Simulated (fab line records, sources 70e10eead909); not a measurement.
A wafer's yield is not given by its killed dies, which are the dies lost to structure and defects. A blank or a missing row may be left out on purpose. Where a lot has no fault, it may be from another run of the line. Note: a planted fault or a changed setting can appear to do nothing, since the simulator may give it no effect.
Struck lot and sound lot, side by side ; flow nand harc ; 13 out of 1302 route steps
Sound: these wafers, L977.1, L977.5, L977.6. Wafers L986.3, L986.4, L986.5 were the ones struck. The cause comes at the end.
For every step that has rows: the tool of each side, followed by ch and its chambers, followed by its first start. Under that, the readings that differ: sound wafers ; struck wafers ; difference of the means ; sigmas: that difference in standard deviations of wafers without a fault.
alike: words and numbers the same on both sides, and readings whose means are apart by under 2 such deviations; not compared: readings that were withheld, readings missing a value for some wafer, numbers with overlapping values and no deviation given by the record, and bounds like >300 which may hide the same value.
A row with sigmas, a row that says differs or no value, or rows on one side alone: a step with any of these is where the two part. Non-overlapping numbers with no deviation appear without sigmas and do not part them. A reading that every wafer of one side lacks parts them only if that side has two wafers or more.

NHARC_A_STAIRCASE_ETCH_221: etches the open film in C4F8/O2, target depth 100 nm, time 40.5 s.
  sound: rie diel-05 ch 1,2,3; struck: rie diel-11 ch 0,3
  alike: oes product au, rf vpp V
  not compared: rf hours counter h
then, 6 steps without rows for these wafers: NHARC_A_STAIRCASE_TRIM_222 (chemistry O2, time 211.2 s); NHARC_A_STAIRCASE_ETCH_223 (etches the open film in C4F8/O2, target depth 100 nm, time 40.5 s); NHARC_A_STAIRCASE_TRIM_224 (chemistry O2, time 211.2 s); NHARC_A_STAIRCASE_ETCH_225 (etches the open film in C4F8/O2, target depth 100 nm, time 40.5 s); NHARC_A_STAIRCASE_TRIM_226 (chemistry O2, time 211.2 s); NHARC_A_STAIRCASE_ETCH_227 (etches the open film in C4F8/O2, target depth 100 nm, time 40.5 s).
NHARC_A_STAIRCASE_TRIM_229: chemistry O2, time 211.2 s.
  sound on rie diel-05 ch 0,1, day 17 07:43; struck on rie diel-11 ch 1,2, day 21 05:44
  alike: chamber pressure mTorr, drypump motor current A, oes product au, rf vpp V, showerhead plenum p Torr, throttle valve pct
  not compared: rf hours counter h
NHARC_A_STAIRCASE_ETCH_230: etches the open film in C4F8/O2, target depth 100 nm, time 40.5 s.
  sound: rie diel-05 ch 0,1; struck: rie diel-11 ch 0,1,2
  alike: oes product au, rf vpp V
  not compared: rf hours counter h
NHARC_A_STAIRCASE_TRIM_231: chemistry O2, time 211.2 s.
  sound: rie diel-05 ch 1,2; struck: rie diel-11 ch 0,1,2
  alike: chamber pressure mTorr, drypump motor current A, oes product au, rf vpp V, showerhead plenum p Torr, throttle valve pct
  not compared: rf hours counter h
NHARC_A_STAIRCASE_ETCH_232: etches the open film in C4F8/O2, target depth 100 nm, time 40.5 s.
  sound: rie diel-05 ch 0,1; struck: rie diel-11 ch 0,1,3
  alike: oes product au, rf vpp V
  not compared: rf hours counter h
NHARC_A_STAIRCASE_TRIM_233: chemistry O2, time 211.2 s.
  sound on rie diel-05 ch 0,1,2, day 17 08:14; struck on rie diel-11 ch 0,1,2, day 21 06:14
  no value came back on the struck wafers for any of 7 readings (bias w (W), chamber pressure mTorr (mTorr) and others); on the sound wafers bias w (W) reads 0 0 0
  not compared: rf hours counter h
then, 1 step without rows for these wafers: NHARC_A_STAIRCASE_ETCH_234 (etches the open film in C4F8/O2, target depth 100 nm, time 40.5 s).

WHERE THEY PART
Within this record, at NHARC_A_STAIRCASE_TRIM_233 only.

WHY: whatever the simulator had introduced
Beginning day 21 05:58, the whole step at NHARC_A_STAIRCASE_TRIM_233 was skipped on rie diel-11. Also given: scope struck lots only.
